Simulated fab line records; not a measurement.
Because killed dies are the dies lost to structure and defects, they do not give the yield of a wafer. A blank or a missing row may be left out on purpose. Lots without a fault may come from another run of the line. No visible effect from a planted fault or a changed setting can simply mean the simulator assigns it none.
Lot-split experiment -- flow n5-finfet -- 7 lots, 21 wafers read, on a route of 1938 steps

## THE SPLIT ITSELF
At N5_SDB_ALD_29 (deposits SiNx, target thk 30 nm, pulse time 1 s, ald cycles 600), the setting ald-cycles was moved away from the recipe's 600 on 8 of the 21 wafers read, by -9.0% to +10.2%. All remaining wafers had this setting at the recipe value.

The reading comes from the split's own step.

## THE READING
SiNx_of_SDB_ALD_29.thk-nm (the simulator's own value, which no gauge read), in nm, at N5_SDB_ALD_29 (deposits SiNx, target thk 30 nm, pulse time 1 s, ald cycles 600). The file gives no usual value for it. The 13 wafers here that ran the recipe average 30.0 nm, standard deviation 0.17 nm.

wafer,"tool, chamber at the split",ald-cycles as run,against the recipe,"SiNx_of_SDB_ALD_29.thk-nm, nm",against lot-mates on the recipe
L077.2,"ald-sin-01, 3",551,-8.2%,27.2,-2.6
L077.4,"ald-sin-01, 1",600,recipe,30,-
L077.5,"ald-sin-01, 2",600,recipe,29.6,-
L078.1,"ald-sin-04, 1",600,recipe,30.2,-
L078.2,"ald-sin-04, 0",600,recipe,30,-
L078.3,"ald-sin-04, 2",600,recipe,29.8,-
L079.2,"ald-sin-01, 3",648,+8.0%,32.2,+2.4
L079.3,"ald-sin-01, 2",600,recipe,29.8,-
L079.6,"ald-sin-01, 1",648,+8.0%,32.4,+2.6
L081.3,"ald-sin-04, 2",600,recipe,30,-
L081.6,"ald-sin-04, 2",600,recipe,30,-
L081.5,"ald-sin-04, 1",546,-9.0%,27.6,-2.4
L093.1,"ald-sin-04, 1",600,recipe,30.2,-
L093.3,"ald-sin-04, 2",661,+10.2%,33,+2.8
L093.5,"ald-sin-04, 1",661,+10.2%,33.2,+3.0
L095.1,"ald-sin-04, 1",600,recipe,30.2,-
L095.2,"ald-sin-04, 0",600,recipe,29.8,-
L095.5,"ald-sin-04, 0",600,recipe,30,-
L096.1,"ald-sin-04, 0",644,+7.3%,32.2,+2.2
L096.2,"ald-sin-04, 3",644,+7.3%,32,+2.0
L096.5,"ald-sin-04, 3",600,recipe,30,-

FIT RESULTS
A straight line over all 21 wafers: SiNx_of_SDB_ALD_29.thk-nm changes by +0.299 nm for each +1% of ald-cycles; r = +0.99; the points scatter about the line by 0.19 nm.
The same after taking each lot's own level away (the mean of its wafers on the recipe; 21 wafers): +0.292 nm for each +1%; r = +0.99; scatter 0.16 nm.
Per that fit: largest ald-cycles move, reading shift of 3 nm.
The span of the lots' own levels, 29.80 to 30.20 nm, comes to 2.3 times the standard deviation stated above.
The two slopes are in agreement: the lot-to-lot level therefore moves the slope only a little.
Check: +3.02 nm against its lot-mates is what the line predicts for one of the wafers moved furthest among these (+10.2%) when that wafer is left out of the fit. It came out at +2.8 nm against them.

## FILE'S OWN FIT
SiNx_of_SDB_ALD_29.thk-nm changes by +0.292 nm for each +1% of ald-cycles, r = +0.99.
